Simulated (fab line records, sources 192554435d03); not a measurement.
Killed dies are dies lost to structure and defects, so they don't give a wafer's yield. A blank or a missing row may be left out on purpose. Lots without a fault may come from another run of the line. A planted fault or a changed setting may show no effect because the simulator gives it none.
Chamber matching | flow n5_finfet | N5_BEOL_M1_ETCH_74 on rie_diel-06: 4 sister chambers
The step etches underlayer in N2/H2, target depth 6.5 nm, time 5.2 s. 14 wafers are shown with their chamber, then 7 later ones without.

WAFERS WITH THEIR CHAMBER
wafer  | chamber | drypump_motor_current_A (A) | throttle_valve_pct (%) | showerhead_plenum_p_Torr (Torr)
L080.1 | 2       | 5.3                         | 18.2                   | 2.53
L080.4 | 1       | 5.9                         | 17.3                   | 2.58
L080.6 | 3       | 5.3                         | 17.8                   | 2.67
L085.2 | 2       | 5.2                         | 18.2                   | 2.52
L085.4 | 0       | 5.8                         | 17.6                   | 2.47
L085.6 | 2       | 5.2                         | 18.2                   | 2.52
L090.2 | 3       | 5.3                         | 17.8                   | 2.67
L090.3 | 2       | 5.2                         | 18.2                   | 2.52
L090.4 | 1       | 5.9                         | 17.3                   | 2.57
L089.3 | 0       | 5.8                         | 17.7                   | 2.47
L089.4 | 2       | 5.2                         | 18.2                   | 2.52
L089.5 | 2       | 5.2                         | 18.2                   | 2.52
L092.2 | 0       | 5.8                         | 17.7                   | 2.46
L092.5 | 2       | 5.2                         | 18.2                   | 2.52

SIGNATURES (means of the wafers above)
reading                  | chamber 0 | chamber 1 | chamber 2 | chamber 3 | scatter within a chamber
drypump_motor_current_A  | 5.800     | 5.900     | 5.214     | 5.300     | 0.0293
throttle_valve_pct       | 17.667    | 17.300    | 18.200    | 17.800    | 0.0258
showerhead_plenum_p_Torr | 2.4667    | 2.5750    | 2.5214    | 2.6700    | 0.0045
Rule: a wafer's distance from a chamber is the root of the sum, over the readings, of the square of ((its reading less the chamber's mean) divided by the reading's scatter). The wafer belongs to the nearest chamber; if the next one is less than 2 further off, it can't be placed. The scatter: the root of (the sum of the squares of (reading less its chamber's mean) over the shown wafers, divided by (wafers less chambers)).

WAFERS WITHOUT THEIR CHAMBER
wafer  | drypump_motor_current_A (A) | throttle_valve_pct (%) | showerhead_plenum_p_Torr (Torr)
L092.6 | 5.9                         | 17.3                   | 2.57
L093.1 | 5.8                         | 17.7                   | 2.46
L093.2 | 5.9                         | 17.3                   | 2.57
L093.3 | 5.2                         | 18.2                   | 2.52
L097.4 | 5.9                         | 17.3                   | 2.57
L097.5 | 5.2                         | 18.2                   | 2.51
L097.6 | 5.3                         | 17.8                   | 2.66

WHICH CHAMBER EACH WENT THROUGH
wafer  | from the rows above | in truth
L092.6 | 1                   | 1
L093.1 | 0                   | 0
L093.2 | 1                   | 1
L093.3 | 2                   | 2
L097.4 | 1                   | 1
L097.5 | 2                   | 2
L097.6 | 3                   | 3
Placed correctly: 7 of 7. Can't be placed from these rows: 0. Placed wrongly: 0.
